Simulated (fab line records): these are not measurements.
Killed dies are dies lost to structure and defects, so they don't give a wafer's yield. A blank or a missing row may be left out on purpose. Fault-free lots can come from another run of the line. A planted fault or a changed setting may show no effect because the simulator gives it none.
Chamber matching / flow n5 finfet / 3 sister chambers for N5_BEOL_M14_DEP_53 on pecvd-03
The step deposits SiCN from 3MS/NH3, target thk 50 nm, time 17.8 s. 20 wafers are shown with their chamber, then 10 later ones without.

WAFERS WITH THEIR CHAMBER
wafer=L078.1; chamber=1; throttle valve pct (%)=18.9; showerhead plenum p Torr (Torr)=4.117
wafer=L078.2; chamber=2; throttle valve pct (%)=17.3; showerhead plenum p Torr (Torr)=4.172
wafer=L078.3; chamber=0; throttle valve pct (%)=19.3; showerhead plenum p Torr (Torr)=4.185
wafer=L078.4; chamber=2; throttle valve pct (%)=17.6; showerhead plenum p Torr (Torr)=4.173
wafer=L078.5; chamber=0; throttle valve pct (%)=19.3; showerhead plenum p Torr (Torr)=4.192
wafer=L078.6; chamber=1; throttle valve pct (%)=18.8; showerhead plenum p Torr (Torr)=4.115
wafer=L080.2; chamber=2; throttle valve pct (%)=17.6; showerhead plenum p Torr (Torr)=4.179
wafer=L080.5; chamber=2; throttle valve pct (%)=17.6; showerhead plenum p Torr (Torr)=4.180
wafer=L080.6; chamber=1; throttle valve pct (%)=18.9; showerhead plenum p Torr (Torr)=4.106
wafer=L083.3; chamber=2; throttle valve pct (%)=17.5; showerhead plenum p Torr (Torr)=4.168
wafer=L083.5; chamber=1; throttle valve pct (%)=18.8; showerhead plenum p Torr (Torr)=4.118
wafer=L083.6; chamber=2; throttle valve pct (%)=17.4; showerhead plenum p Torr (Torr)=4.178
wafer=L084.2; chamber=2; throttle valve pct (%)=17.4; showerhead plenum p Torr (Torr)=4.162
wafer=L084.3; chamber=0; throttle valve pct (%)=19.3; showerhead plenum p Torr (Torr)=4.180
wafer=L084.5; chamber=0; throttle valve pct (%)=19.2; showerhead plenum p Torr (Torr)=4.183
wafer=L082.1; chamber=0; throttle valve pct (%)=19.5; showerhead plenum p Torr (Torr)=4.195
wafer=L082.3; chamber=2; throttle valve pct (%)=17.7; showerhead plenum p Torr (Torr)=4.181
wafer=L082.4; chamber=0; throttle valve pct (%)=19.5; showerhead plenum p Torr (Torr)=4.194
wafer=L088.1; chamber=2; throttle valve pct (%)=17.5; showerhead plenum p Torr (Torr)=4.181
wafer=L088.5; chamber=1; throttle valve pct (%)=19.0; showerhead plenum p Torr (Torr)=4.128

SIGNATURES, as means of the wafers listed above
reading=throttle valve pct; chamber 0=19.350; chamber 1=18.880; chamber 2=17.511; scatter within a chamber=0.117
reading=showerhead plenum p Torr; chamber 0=4.18817; chamber 1=4.11680; chamber 2=4.17489; scatter within a chamber=0.00685
Rule: for a wafer and a chamber, the distance is found by dividing, reading by reading, the gap between the wafer's reading and the chamber's mean by the reading's scatter, squaring, summing and taking the root. The wafer belongs to the nearest chamber; if the next one is less than 2 further off, it can't be placed. The scatter is the square root of a quotient: the sum, over the shown wafers, of each reading's squared deviation from its chamber's mean, divided by wafers minus chambers.

WAFERS MISSING THEIR CHAMBER
wafer=L088.6; throttle valve pct (%)=17.8; showerhead plenum p Torr (Torr)=4.165
wafer=L086.1; throttle valve pct (%)=18.8; showerhead plenum p Torr (Torr)=4.116
wafer=L086.5; throttle valve pct (%)=18.9; showerhead plenum p Torr (Torr)=4.108
wafer=L086.6; throttle valve pct (%)=19.3; showerhead plenum p Torr (Torr)=4.205
wafer=L089.2; throttle valve pct (%)=19.1; showerhead plenum p Torr (Torr)=4.196
wafer=L089.5; throttle valve pct (%)=19.5; showerhead plenum p Torr (Torr)=4.186
wafer=L089.6; throttle valve pct (%)=18.8; showerhead plenum p Torr (Torr)=4.105
wafer=L095.3; throttle valve pct (%)=17.5; showerhead plenum p Torr (Torr)=4.181
wafer=L095.5; throttle valve pct (%)=18.7; showerhead plenum p Torr (Torr)=4.116
wafer=L095.6; throttle valve pct (%)=17.9; showerhead plenum p Torr (Torr)=4.177

CHAMBER TAKEN BY EACH
wafer=L088.6; from the rows above=2; in truth=2
wafer=L086.1; from the rows above=1; in truth=1
wafer=L086.5; from the rows above=1; in truth=1
wafer=L086.6; from the rows above=0; in truth=0
wafer=L089.2; from the rows above=0; in truth=0
wafer=L089.5; from the rows above=0; in truth=0
wafer=L089.6; from the rows above=1; in truth=1
wafer=L095.3; from the rows above=2; in truth=2
wafer=L095.5; from the rows above=1; in truth=1
wafer=L095.6; from the rows above=2; in truth=2
Correct placement for 10 of the 10. Left unplaced by these rows: 0. Wrongly placed: 0.
